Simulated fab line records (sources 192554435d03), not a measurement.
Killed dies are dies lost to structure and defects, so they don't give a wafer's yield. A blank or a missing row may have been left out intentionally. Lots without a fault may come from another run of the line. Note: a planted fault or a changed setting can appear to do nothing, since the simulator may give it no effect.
fab line records / flow n5Finfet
[record] lots = 6 wafers = 17 lastDay = 18
route steps=1938 shown PASS1_DEP@1831 MIM_BOT@1832 MIM_TOP@1834 MIM_TOP_LITHO@1839 PASSIVATION@1936
lots that met no fault: taken from a fault-free run of the same line
startH: hours from the record's first day to the start of the lot's first wafer shown / waitH: time in hours since the lot's previous step / " repeats the value in the row above / L1.1+2: a single row standing in for several wafers / - no value, or no start was given / * or withheld: withheld / < > ~ a bound
route shown NAME@n: a module of which the file shows steps, and the number in the route of the first / usual: mean and standard deviation over wafers with no fault / same: alike in all rows / chamber/n: place in a boat / sites: the reading at each site / _std_site: how widely they spread, as a standard deviation / _edge_site: inner sites' mean taken away from outer sites' mean / radiusMm: for every site, how far away it sits from the centre of the wafer / mask NAME#n: copy n / behind: the most recent tool/chamber to have shaped the wafer / hold: what put the lot on hold/how long, in hours/how the hold closed / device: names the non-switching transistor (n, p or np) / end of line: the route-end tests of the same wafers / a step with no rows: only its recipe / killed: at the first sort, the dies lost to defects and structure; wafer yield is something else / map: dies across one wafer; x = killed, . = not, _ = none there
set.NAME: the setting the step ran with; set.NAME@STEP: the setting that earlier step ran with / model.NAME: the simulator's own value behind a step, which no gauge read
lots at some steps of the route; a table a step, a row a wafer
services: the hour from which a tool's chamber was out of use, counted from the record's first day as startH (under 0 if before that day), plus the number of hours and why
[[steps]]
[step N5_PASSIVATION_PECVD_00]
[recipe] material = SiO2 targetThkA = 2000 tempC = 400 precursor = SiH4/N2O pressureTorr = 2.7 rfW = 608 timeS = 11.2
[usual] heaterPowerW = 628/89 showerheadPlenumPTorr = 8.15/0.12 susceptorTempC = 399.99/0.21 throttleValvePct = 51/3
lot.wafer=L997.1 tool=pecvd-01 chamber=2 startH=272.36 waitH=0.8 heaterPowerW=771 showerheadPlenumPTorr=8.14 susceptorTempC=400.28 throttleValvePct=47
lot.wafer=L997.4 tool=pecvd-01 chamber=0 startH=272.36 waitH=0.8 heaterPowerW=781 showerheadPlenumPTorr=8.00 susceptorTempC=400.04 throttleValvePct=47
lot.wafer=L997.5 tool=pecvd-01 chamber=2 startH=272.36 waitH=0.8 heaterPowerW=756 showerheadPlenumPTorr=8.12 susceptorTempC=400.42 throttleValvePct=48
lot.wafer=L100.1 tool=pecvd-01 chamber=0 startH=289.24 waitH=0.8 heaterPowerW=725 showerheadPlenumPTorr=8.01 susceptorTempC=400.44 throttleValvePct=47
lot.wafer=L100.2 tool=pecvd-01 chamber=1 startH=289.24 waitH=0.8 heaterPowerW=684 showerheadPlenumPTorr=8.04 susceptorTempC=400.17 throttleValvePct=50
lot.wafer=L100.4 tool=pecvd-01 chamber=0 startH=289.24 waitH=0.8 heaterPowerW=739 showerheadPlenumPTorr=8.00 susceptorTempC=400.41 throttleValvePct=48
lot.wafer=L102.3 tool=pecvd-03 chamber=1 startH=312.69 waitH=0.5 heaterPowerW=547 showerheadPlenumPTorr=8.28 susceptorTempC=399.84 throttleValvePct=48
lot.wafer=L102.4 tool=pecvd-03 chamber=0 startH=312.69 waitH=0.5 heaterPowerW=698 showerheadPlenumPTorr=8.36 susceptorTempC=399.83 throttleValvePct=57
lot.wafer=L113.3 tool=pecvd-02 chamber=0 startH=370.62 waitH=0.5 heaterPowerW=711 showerheadPlenumPTorr=8.22 susceptorTempC=399.92 throttleValvePct=53
lot.wafer=L113.4 tool=pecvd-02 chamber=0 startH=370.62 waitH=0.5 heaterPowerW=698 showerheadPlenumPTorr=8.23 susceptorTempC=399.92 throttleValvePct=52
lot.wafer=L113.5 tool=pecvd-02 chamber=1 startH=370.62 waitH=0.5 heaterPowerW=588 showerheadPlenumPTorr=8.15 susceptorTempC=400.12 throttleValvePct=54
lot.wafer=L116.2 tool=pecvd-03 chamber=1 startH=386.20 waitH=0.7 heaterPowerW=595 showerheadPlenumPTorr=8.29 susceptorTempC=399.46 throttleValvePct=48
lot.wafer=L116.3 tool=pecvd-03 chamber=1 startH=386.20 waitH=0.7 heaterPowerW=596 showerheadPlenumPTorr=8.30 susceptorTempC=399.74 throttleValvePct=48
lot.wafer=L116.6 tool=pecvd-03 chamber=1 startH=386.20 waitH=0.7 heaterPowerW=597 showerheadPlenumPTorr=8.28 susceptorTempC=400.10 throttleValvePct=48
lot.wafer=L120.2 tool=pecvd-03 chamber=2 startH=417.32 waitH=0.7 heaterPowerW=555 showerheadPlenumPTorr=8.09 susceptorTempC=400.42 throttleValvePct=51
lot.wafer=L120.4 tool=pecvd-03 chamber=0 startH=417.32 waitH=0.7 heaterPowerW=623 showerheadPlenumPTorr=8.35 susceptorTempC=399.83 throttleValvePct=57
lot.wafer=L120.6 tool=pecvd-03 chamber=1 startH=417.32 waitH=0.7 heaterPowerW=546 showerheadPlenumPTorr=8.30 susceptorTempC=400.16 throttleValvePct=48
[step N5_MIM_BOT_DEGAS_01]
[recipe] ambient = vacuum tempC = 300 timeS = 60
[usual] heaterPowerW = 475/50 susceptorTempC = 300.02/0.18
lot.wafer=L997.1 tool=pvdSputter-01 chamber=- startH=274.06 waitH=1.7 heaterPowerW=498 susceptorTempC=300.09
lot.wafer=L997.4 tool=pvdSputter-01 chamber=- startH=274.06 waitH=1.7 heaterPowerW=529 susceptorTempC=300.11
lot.wafer=L997.5 tool=pvdSputter-01 chamber=- startH=274.06 waitH=1.7 heaterPowerW=384 susceptorTempC=300.11
lot.wafer=L100.1 tool=pvdSputter-02 chamber=- startH=290.31 waitH=1.0 heaterPowerW=416 susceptorTempC=300.13
lot.wafer=L100.2 tool=pvdSputter-02 chamber=- startH=290.31 waitH=1.0 heaterPowerW=507 susceptorTempC=299.85
lot.wafer=L100.4 tool=pvdSputter-02 chamber=- startH=290.31 waitH=1.0 heaterPowerW=364 susceptorTempC=300.12
lot.wafer=L102.3 tool=pvdSputter-03 chamber=- startH=313.23 waitH=0.5 heaterPowerW=520 susceptorTempC=299.82
lot.wafer=L102.4 tool=pvdSputter-03 chamber=- startH=313.23 waitH=0.5 heaterPowerW=470 susceptorTempC=299.98
lot.wafer=L113.3 tool=pvdSputter-03 chamber=- startH=371.21 waitH=0.6 heaterPowerW=477 susceptorTempC=300.26
lot.wafer=L113.4 tool=pvdSputter-03 chamber=- startH=371.21 waitH=0.6 heaterPowerW=514 susceptorTempC=299.87
lot.wafer=L113.5 tool=pvdSputter-03 chamber=- startH=371.21 waitH=0.6 heaterPowerW=492 susceptorTempC=300.18
lot.wafer=L116.2 tool=pvdSputter-02 chamber=- startH=387.24 waitH=1.0 heaterPowerW=366 susceptorTempC=299.49
lot.wafer=L116.3 tool=pvdSputter-02 chamber=- startH=387.24 waitH=1.0 heaterPowerW=453 susceptorTempC=299.88
lot.wafer=L116.6 tool=pvdSputter-02 chamber=- startH=387.24 waitH=1.0 heaterPowerW=500 susceptorTempC=300.08
lot.wafer=L120.2 tool=pvdSputter-03 chamber=- startH=418.13 waitH=0.8 heaterPowerW=468 susceptorTempC=299.87
lot.wafer=L120.4 tool=pvdSputter-03 chamber=- startH=418.13 waitH=0.8 heaterPowerW=474 susceptorTempC=299.93
lot.wafer=L120.6 tool=pvdSputter-03 chamber=- startH=418.13 waitH=0.8 heaterPowerW=483 susceptorTempC=299.67
[step N5_MIM_BOT_SPUTTER_00]
[recipe] material = TiN targetThkA = 350 tempC = 200 powerW = 3000 chamberPressurePa = 0.49996 gas = Ar reactivePartialPa = 0.37997 timeS = 89.7
[step N5_MIM_TOP_ALD_00]
[recipe] material = Al2O3 targetThkA = * tempC = withheld aldPrecursorFamily = TMA aldCoReactant = O3 pulseTimeS = withheld purgeTimeS = 3 coReactantPurgeTimeS = withheld coReactantPulseTimeS = 3 aldCycles = withheld
[step N5_MIM_TOP_ALD_01]
[recipe] material = HfO2 targetThkA = 56 tempC = withheld aldPrecursorFamily = Hf-amide aldCoReactant = O3 pulseTimeS = 1 purgeTimeS = 3 coReactantPurgeTimeS = 2 coReactantPulseTimeS = 3 aldCycles = 62
[usual] precursorPulseHeightRel = 1.000/0.019
lot.wafer=L997.1 tool=aldHk-02 chamber=2 startH=- waitH=- precursorPulseHeightRel=1.000
lot.wafer=L997.4 tool=aldHk-02 chamber=3 startH=- waitH=- precursorPulseHeightRel=1.019
lot.wafer=L997.5 tool=aldHk-02 chamber=1 startH=- waitH=- precursorPulseHeightRel=0.971
lot.wafer=L100.1 tool=aldHk-03 chamber=1 startH=- waitH=- precursorPulseHeightRel=0.967
lot.wafer=L100.2 tool=aldHk-03 chamber=0 startH=- waitH=- precursorPulseHeightRel=1.013
lot.wafer=L100.4 tool=aldHk-03 chamber=2 startH=- waitH=- precursorPulseHeightRel=1.016
lot.wafer=L102.3 tool=aldHk-03 chamber=1 startH=- waitH=- precursorPulseHeightRel=0.998
lot.wafer=L102.4 tool=aldHk-03 chamber=0 startH=- waitH=- precursorPulseHeightRel=1.005
lot.wafer=L113.3 tool=aldHk-01 chamber=3 startH=- waitH=- precursorPulseHeightRel=0.998
lot.wafer=L113.4 tool=aldHk-01 chamber=0 startH=- waitH=- precursorPulseHeightRel=1.008
lot.wafer=L113.5 tool=aldHk-01 chamber=0 startH=- waitH=- precursorPulseHeightRel=0.974
lot.wafer=L116.2 tool=aldHk-02 chamber=3 startH=- waitH=- precursorPulseHeightRel=0.995
lot.wafer=L116.3 tool=aldHk-02 chamber=0 startH=- waitH=- precursorPulseHeightRel=0.974
lot.wafer=L116.6 tool=aldHk-02 chamber=2 startH=- waitH=- precursorPulseHeightRel=1.010
lot.wafer=L120.2 tool=aldHk-03 chamber=3 startH=- waitH=- precursorPulseHeightRel=0.972
lot.wafer=L120.4 tool=aldHk-03 chamber=1 startH=- waitH=- precursorPulseHeightRel=0.998
lot.wafer=L120.6 tool=aldHk-03 chamber=1 startH=- waitH=- precursorPulseHeightRel=0.993
[step N5_MIM_TOP_ALD_02]
[recipe] material = Al2O3 targetThkA = * tempC = withheld aldPrecursorFamily = TMA aldCoReactant = O3 pulseTimeS = withheld purgeTimeS = 3 coReactantPurgeTimeS = withheld coReactantPulseTimeS = 3 aldCycles = withheld
[usual] precursorPulseHeightRel = 0.999/0.021
lot.wafer=L997.1 tool=aldHk-02 chamber=2 startH=- waitH=- precursorPulseHeightRel=0.978
lot.wafer=L997.4 tool=aldHk-02 chamber=3 startH=- waitH=- precursorPulseHeightRel=1.008
lot.wafer=L997.5 tool=aldHk-02 chamber=1 startH=- waitH=- precursorPulseHeightRel=1.019
lot.wafer=L100.1 tool=aldHk-03 chamber=1 startH=- waitH=- precursorPulseHeightRel=0.985
lot.wafer=L100.2 tool=aldHk-03 chamber=0 startH=- waitH=- precursorPulseHeightRel=0.983
lot.wafer=L100.4 tool=aldHk-03 chamber=2 startH=- waitH=- precursorPulseHeightRel=0.992
lot.wafer=L102.3 tool=aldHk-03 chamber=1 startH=- waitH=- precursorPulseHeightRel=0.977
lot.wafer=L102.4 tool=aldHk-03 chamber=0 startH=- waitH=- precursorPulseHeightRel=0.963
lot.wafer=L113.3 tool=aldHk-01 chamber=3 startH=- waitH=- precursorPulseHeightRel=1.009
lot.wafer=L113.4 tool=aldHk-01 chamber=0 startH=- waitH=- precursorPulseHeightRel=1.031
lot.wafer=L113.5 tool=aldHk-01 chamber=0 startH=- waitH=- precursorPulseHeightRel=0.993
lot.wafer=L116.2 tool=aldHk-02 chamber=3 startH=- waitH=- precursorPulseHeightRel=1.026
lot.wafer=L116.3 tool=aldHk-02 chamber=0 startH=- waitH=- precursorPulseHeightRel=0.996
lot.wafer=L116.6 tool=aldHk-02 chamber=2 startH=- waitH=- precursorPulseHeightRel=1.021
lot.wafer=L120.2 tool=aldHk-03 chamber=3 startH=- waitH=- precursorPulseHeightRel=1.019
lot.wafer=L120.4 tool=aldHk-03 chamber=1 startH=- waitH=- precursorPulseHeightRel=1.024
lot.wafer=L120.6 tool=aldHk-03 chamber=1 startH=- waitH=- precursorPulseHeightRel=1.009
[step N5_MIM_TOP_DEGAS_04]
[recipe] ambient = vacuum tempC = 300 timeS = 60
[step N5_MIM_TOP_SPUTTER_03]
[recipe] material = TiN targetThkA = 350 tempC = 200 powerW = 3000 chamberPressurePa = 0.49996 gas = Ar reactivePartialPa = 0.37997 timeS = 89.7
[usual] susceptorTempC = 200.01/0.15 throttleValvePct = 30.0/1.2
lot.wafer=L997.1 tool=pvdSputter-01 chamber=- startH=275.02 waitH=0.0 susceptorTempC=200.05 throttleValvePct=31.5
lot.wafer=L997.4 tool=pvdSputter-01 chamber=- startH=275.02 waitH=0.0 susceptorTempC=200.07 throttleValvePct=30.8
lot.wafer=L997.5 tool=pvdSputter-01 chamber=- startH=275.02 waitH=0.0 susceptorTempC=199.93 throttleValvePct=28.0
lot.wafer=L100.1 tool=pvdSputter-01 chamber=- startH=291.61 waitH=0.0 susceptorTempC=199.95 throttleValvePct=29.9
lot.wafer=L100.2 tool=pvdSputter-01 chamber=- startH=291.61 waitH=0.0 susceptorTempC=200.23 throttleValvePct=30.5
lot.wafer=L100.4 tool=pvdSputter-01 chamber=- startH=291.61 waitH=0.0 susceptorTempC=199.86 throttleValvePct=27.8
lot.wafer=L102.3 tool=pvdSputter-01 chamber=- startH=314.58 waitH=0.0 susceptorTempC=200.09 throttleValvePct=30.2
lot.wafer=L102.4 tool=pvdSputter-01 chamber=- startH=314.58 waitH=0.0 susceptorTempC=199.94 throttleValvePct=31.3
lot.wafer=L113.3 tool=pvdSputter-03 chamber=- startH=372.35 waitH=0.0 susceptorTempC=200.09 throttleValvePct=31.0
lot.wafer=L113.4 tool=pvdSputter-03 chamber=- startH=372.35 waitH=0.0 susceptorTempC=199.89 throttleValvePct=29.2
lot.wafer=L113.5 tool=pvdSputter-03 chamber=- startH=372.35 waitH=0.0 susceptorTempC=200.03 throttleValvePct=31.1
lot.wafer=L116.2 tool=pvdSputter-02 chamber=- startH=388.48 waitH=0.0 susceptorTempC=200.12 throttleValvePct=29.7
lot.wafer=L116.3 tool=pvdSputter-02 chamber=- startH=388.48 waitH=0.0 susceptorTempC=200.15 throttleValvePct=28.6
lot.wafer=L116.6 tool=pvdSputter-02 chamber=- startH=388.48 waitH=0.0 susceptorTempC=200.01 throttleValvePct=31.3
lot.wafer=L120.2 tool=pvdSputter-03 chamber=- startH=418.76 waitH=0.0 susceptorTempC=200.04 throttleValvePct=29.2
lot.wafer=L120.4 tool=pvdSputter-03 chamber=- startH=418.76 waitH=0.0 susceptorTempC=199.88 throttleValvePct=31.0
lot.wafer=L120.6 tool=pvdSputter-03 chamber=- startH=418.76 waitH=0.0 susceptorTempC=200.13 throttleValvePct=30.9
[step N5_MIM_TOP_LITHO_HMDS_01]
[recipe] timeS = 60 tempC = 120
[step N5_MIM_TOP_LITHO_COAT_02]
[recipe] spinRpm = * resistThkNm = *
[step N5_MIM_TOP_LITHO_EBR_04]
[recipe] solvent = PGMEA ebrWidthMm = 1.5
[step N5_MIM_TOP_LITHO_SOFTBAKE_03]
[recipe] tempC = 100 timeS = 90
[step N5_MIM_TOP_LITHO_EXPOSE_05]
[recipe] maskId = MIM_TOP na = 0.55 sourceShape = conventional sigmaOuter = 0.8 polarization = unpolarized targetCdNm = 2000 doseMj = 20.5
[usual] exposureDoseMJCm2 = 20.487/0.024
lot.wafer=L997.1 tool=krfScanner-02 chamber=0 startH=275.26 waitH=- mask=MIM_TOP#0 exposureDoseMJCm2=20.496
lot.wafer=L997.4 tool=krfScanner-02 chamber=0 startH=275.26 waitH=- mask=MIM_TOP#0 exposureDoseMJCm2=20.459
lot.wafer=L997.5 tool=krfScanner-02 chamber=0 startH=275.26 waitH=- mask=MIM_TOP#0 exposureDoseMJCm2=20.482
lot.wafer=L100.1 tool=krfScanner-02 chamber=0 startH=291.82 waitH=- mask=MIM_TOP#0 exposureDoseMJCm2=20.498
lot.wafer=L100.2 tool=krfScanner-02 chamber=0 startH=291.82 waitH=- mask=MIM_TOP#0 exposureDoseMJCm2=20.485
lot.wafer=L100.4 tool=krfScanner-02 chamber=0 startH=291.82 waitH=- mask=MIM_TOP#0 exposureDoseMJCm2=20.467
lot.wafer=L102.3 tool=krfScanner-02 chamber=0 startH=315.37 waitH=- mask=MIM_TOP#0 exposureDoseMJCm2=20.519
lot.wafer=L102.4 tool=krfScanner-02 chamber=0 startH=315.37 waitH=- mask=MIM_TOP#0 exposureDoseMJCm2=20.497
lot.wafer=L113.3 tool=krfScanner-01 chamber=0 startH=372.58 waitH=- mask=MIM_TOP#0 exposureDoseMJCm2=20.485
lot.wafer=L113.4 tool=krfScanner-01 chamber=0 startH=372.58 waitH=- mask=MIM_TOP#0 exposureDoseMJCm2=20.497
lot.wafer=L113.5 tool=krfScanner-01 chamber=0 startH=372.58 waitH=- mask=MIM_TOP#0 exposureDoseMJCm2=20.452
lot.wafer=L116.2 tool=krfScanner-01 chamber=0 startH=388.83 waitH=- mask=MIM_TOP#0 exposureDoseMJCm2=20.490
lot.wafer=L116.3 tool=krfScanner-01 chamber=0 startH=388.83 waitH=- mask=MIM_TOP#0 exposureDoseMJCm2=20.464
lot.wafer=L116.6 tool=krfScanner-01 chamber=0 startH=388.83 waitH=- mask=MIM_TOP#0 exposureDoseMJCm2=20.480
lot.wafer=L120.2 tool=krfScanner-02 chamber=0 startH=419.17 waitH=- mask=MIM_TOP#0 exposureDoseMJCm2=20.518
lot.wafer=L120.4 tool=krfScanner-02 chamber=0 startH=419.17 waitH=- mask=MIM_TOP#0 exposureDoseMJCm2=20.534
lot.wafer=L120.6 tool=krfScanner-02 chamber=0 startH=419.17 waitH=- mask=MIM_TOP#0 exposureDoseMJCm2=20.486
[step N5_MIM_TOP_LITHO_PEB_06]
[recipe] pebTempC = withheld pebTimeS = *
[step N5_MIM_TOP_LITHO_DEVELOP_07]
[recipe] developTimeS = 60 rinseLiquid = diw dry = airSpin devTempC = 21
[step N5_MIM_TOP_LITHO_HARDBAKE_09]
[recipe] tempC = 130 timeS = 120
[step N5_MIM_TOP_LITHO_CD_MEAS_08]
[recipe] targetCdNm = 2000 landingEnergyEv = 500 detector = seInlens
[usual] cdNm = 1999.8/1.8
lot.wafer=L997.1 tool=cdSem-01 chamber=0 startH=275.43 waitH=- cdNm=2000.4
lot.wafer=L997.4 tool=cdSem-01 chamber=0 startH=275.43 waitH=- cdNm=2000.0
lot.wafer=L997.5 tool=cdSem-01 chamber=0 startH=275.43 waitH=- cdNm=2002.4
lot.wafer=L100.1 tool=cdSem-02 chamber=0 startH=292.00 waitH=- cdNm=1999.9
lot.wafer=L100.2 tool=cdSem-02 chamber=0 startH=292.00 waitH=- cdNm=1991.9
lot.wafer=L100.4 tool=cdSem-02 chamber=0 startH=292.00 waitH=- cdNm=2000.6
lot.wafer=L102.3 tool=cdSem-01 chamber=0 startH=315.53 waitH=- cdNm=1994.0
lot.wafer=L102.4 tool=cdSem-01 chamber=0 startH=315.53 waitH=- cdNm=1999.9
lot.wafer=L113.3 tool=cdSem-01 chamber=0 startH=372.74 waitH=- cdNm=1999.6
lot.wafer=L113.4 tool=cdSem-01 chamber=0 startH=372.74 waitH=- cdNm=2001.8
lot.wafer=L113.5 tool=cdSem-01 chamber=0 startH=372.74 waitH=- cdNm=1999.2
lot.wafer=L116.2 tool=cdSem-02 chamber=0 startH=389.00 waitH=- cdNm=2003.7
lot.wafer=L116.3 tool=cdSem-02 chamber=0 startH=389.00 waitH=- cdNm=2001.1
lot.wafer=L116.6 tool=cdSem-02 chamber=0 startH=389.00 waitH=- cdNm=2001.4
lot.wafer=L120.2 tool=cdSem-02 chamber=0 startH=419.34 waitH=- cdNm=2002.3
lot.wafer=L120.4 tool=cdSem-02 chamber=0 startH=419.34 waitH=- cdNm=2004.8
lot.wafer=L120.6 tool=cdSem-02 chamber=0 startH=419.34 waitH=- cdNm=2002.6
[step N5_MIM_TOP_LITHO_OVL_MEAS_11]
[recipe] pointsPerWafer = 44
[usual] MIM_TOP_OVL = 3/6
lot.wafer=L997.1 tool=overlay-01 chamber=0 startH=275.46 waitH=0.0 MIM_TOP_OVL[nm]=-7
lot.wafer=L997.4 tool=overlay-01 chamber=0 startH=275.46 waitH=0.0 MIM_TOP_OVL[nm]=0
lot.wafer=L997.5 tool=overlay-01 chamber=0 startH=275.46 waitH=0.0 MIM_TOP_OVL[nm]=-3
lot.wafer=L100.1 tool=overlay-01 chamber=0 startH=292.03 waitH=0.0 MIM_TOP_OVL[nm]=-5
lot.wafer=L100.2 tool=overlay-01 chamber=0 startH=292.03 waitH=0.0 MIM_TOP_OVL[nm]=-2
lot.wafer=L100.4 tool=overlay-01 chamber=0 startH=292.03 waitH=0.0 MIM_TOP_OVL[nm]=-4
lot.wafer=L102.3 tool=overlay-01 chamber=0 startH=315.57 waitH=0.0 MIM_TOP_OVL[nm]=5
lot.wafer=L102.4 tool=overlay-01 chamber=0 startH=315.57 waitH=0.0 MIM_TOP_OVL[nm]=3
lot.wafer=L113.3 tool=overlay-02 chamber=0 startH=372.77 waitH=0.0 MIM_TOP_OVL[nm]=3
lot.wafer=L113.4 tool=overlay-02 chamber=0 startH=372.77 waitH=0.0 MIM_TOP_OVL[nm]=3
lot.wafer=L113.5 tool=overlay-02 chamber=0 startH=372.77 waitH=0.0 MIM_TOP_OVL[nm]=5
lot.wafer=L116.2 tool=overlay-02 chamber=0 startH=389.03 waitH=0.0 MIM_TOP_OVL[nm]=1
lot.wafer=L116.3 tool=overlay-02 chamber=0 startH=389.03 waitH=0.0 MIM_TOP_OVL[nm]=5
lot.wafer=L116.6 tool=overlay-02 chamber=0 startH=389.03 waitH=0.0 MIM_TOP_OVL[nm]=4
lot.wafer=L120.2 tool=overlay-02 chamber=0 startH=419.37 waitH=0.0 MIM_TOP_OVL[nm]=1
lot.wafer=L120.4 tool=overlay-02 chamber=0 startH=419.37 waitH=0.0 MIM_TOP_OVL[nm]=2
lot.wafer=L120.6 tool=overlay-02 chamber=0 startH=419.37 waitH=0.0 MIM_TOP_OVL[nm]=-1
[step N5_PASSIVATION_PROBE_49]
[usual] defectLimitedYield = 91.3/1.3 killed_at_M0_to_M3 = 35/9.3 killed_at_M4_up = 14/5.2 killedAtContacts = 12/5.9 killedAtFrontEnd = 38/11 killedAtOther = 4/3.7 killedDies = 103/15 killedOpen = 67/12 killedShort = 34/8 sort_bin_5_function = 5.1/0.88 sort_bin_6_memory = 3.3/0.65 sort_bin_8_speed = 0.00/0.03 sortNPass = 1077/15 sortYieldPct = 91.3/1.3
[same] grossDies = 1180 killedAtBackSide = 0 sort_bin_4_leakage[%] = 0
lot.wafer=L997.1 tool=prober-01 chamber=- startH=285.11 waitH=0.3 defectLimitedYield[%]=89.5 killed_at_M0_to_M3=51 killed_at_M4_up=12 killedAtContacts=22 killedAtFrontEnd=31 killedAtOther=8 killedDies=124 killedOpen=73 killedShort=50 sort_bin_5_function[%]=5.7 sort_bin_6_memory[%]=4.3 sort_bin_8_speed[%]=0 sortNPass=1056 sortYieldPct[%]=89.5
lot.wafer=L997.4 tool=prober-01 chamber=- startH=285.26 waitH=0.4 defectLimitedYield[%]=91.2 killed_at_M0_to_M3=43 killed_at_M4_up=10 killedAtContacts=22 killedAtFrontEnd=25 killedAtOther=4 killedDies=104 killedOpen=75 killedShort=29 sort_bin_5_function[%]=5.0 sort_bin_6_memory[%]=3.6 sort_bin_8_speed[%]=0 sortNPass=1076 sortYieldPct[%]=91.2
lot.wafer=L997.5 tool=prober-01 chamber=- startH=285.31 waitH=0.5 defectLimitedYield[%]=90.3 killed_at_M0_to_M3=57 killed_at_M4_up=4 killedAtContacts=10 killedAtFrontEnd=37 killedAtOther=7 killedDies=115 killedOpen=65 killedShort=47 sort_bin_5_function[%]=5.3 sort_bin_6_memory[%]=3.9 sort_bin_8_speed[%]=0 sortNPass=1065 sortYieldPct[%]=90.3
// killed by level:class
L997.1 BEOL_M0_SAQP:geometricParticle:short=22 MOL_CONTACT_COAG:geometricParticle:open=16 BEOL_M0_SAQP:geometricParticle:open=10 FIN_SAQP:geometricParticle:open=9 MOL_CONTACT_COAG:geometricParticle:short=6 FIN_SAQP:geometricParticle:short=5 DUMMY_GATE:geometricParticle:open=5 BEOL_M2:geometricParticle:open=5
L997.4 MOL_CONTACT_COAG:geometricParticle:open=20 BEOL_M0_SAQP:geometricParticle:open=15 BEOL_M0_SAQP:geometricParticle:short=12 BEOL_M4:geometricParticle:open=8 BEOL_M3:geometricParticle:open=6 GATE_CUT:geometricParticle:short=4 BEOL_M1:geometricParticle:open=4 FIN_SAQP:geometricParticle:open=3
L997.5 BEOL_M0_SAQP:geometricParticle:short=15 BEOL_M0_SAQP:geometricParticle:open=14 STI_FIN_REVEAL:geometricParticle:open=13 MOL_CONTACT_COAG:geometricParticle:open=10 BEOL_M2:geometricParticle:short=8 BEOL_M1:geometricParticle:short=5 BEOL_M1:geometricParticle:open=4 ILD0:geometricParticle:open=3
[[services]]
tool=krfScanner-01 chamber=- startH=250.84 hours=1.0 kind=pm
tool=pecvd-02 chamber=2 startH=252.11 hours=3.4 kind=repair
tool=pvdSputter-03 chamber=- startH=254.06 hours=7.5 kind=repair
tool=pecvd-02 chamber=- startH=257.22 hours=1.5 kind=repair
tool=krfScanner-01 chamber=- startH=273.01 hours=4.0 kind=pm
tool=krfScanner-01 chamber=- startH=279.73 hours=1.3 kind=pm
tool=aldHk-02 chamber=- startH=300.51 hours=8.7 kind=pm
tool=krfScanner-02 chamber=- startH=311.07 hours=4.0 kind=pm
tool=krfScanner-01 chamber=- startH=314.06 hours=2.6 kind=repair
tool=pecvd-03 chamber=0 startH=319.47 hours=18.6 kind=repair
tool=aldHk-03 chamber=- startH=324.71 hours=0.8 kind=repair
tool=aldHk-01 chamber=- startH=336.89 hours=8.7 kind=pm
tool=krfScanner-01 chamber=- startH=338.39 hours=4.4 kind=pm
tool=pecvd-01 chamber=- startH=348.71 hours=0.8 kind=repair
tool=pvdSputter-01 chamber=- startH=351.60 hours=5.5 kind=repair
tool=krfScanner-02 chamber=- startH=359.60 hours=1.0 kind=pm
tool=krfScanner-02 chamber=- startH=368.55 hours=1.3 kind=pm
tool=krfScanner-02 chamber=- startH=369.85 hours=3.6 kind=pm
tool=aldHk-03 chamber=- startH=370.86 hours=8.7 kind=pm
tool=krfScanner-02 chamber=- startH=379.76 hours=4.4 kind=pm
tool=krfScanner-01 chamber=- startH=389.21 hours=0.8 kind=pm
tool=aldHk-02 chamber=- startH=391.50 hours=2.8 kind=pm
tool=aldHk-02 chamber=- startH=411.88 hours=0.8 kind=repair
tool=krfScanner-02 chamber=- startH=416.11 hours=0.8 kind=pm
[[key]]
[firstSign] step = N5_MIM_TOP_LITHO_CD_MEAS_08 reading = cdNm direction = down sigmas = 3.7 usual = 1999.8 struck = 1993.0
effect none on later readings
metAt N5_MIM_TOP_LITHO_EXPOSE_05
struckWafers L100.2,L102.3
onsetBetween 275.26 291.82
[fault] kind = processParameterDrift tool = krfScanner-02 chamber = - onsetH = 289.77 steps = N5_MIM_TOP_LITHO_EXPOSE_05 channel = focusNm offset = 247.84 shape = step endH = 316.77 scope = struckWafersOnly
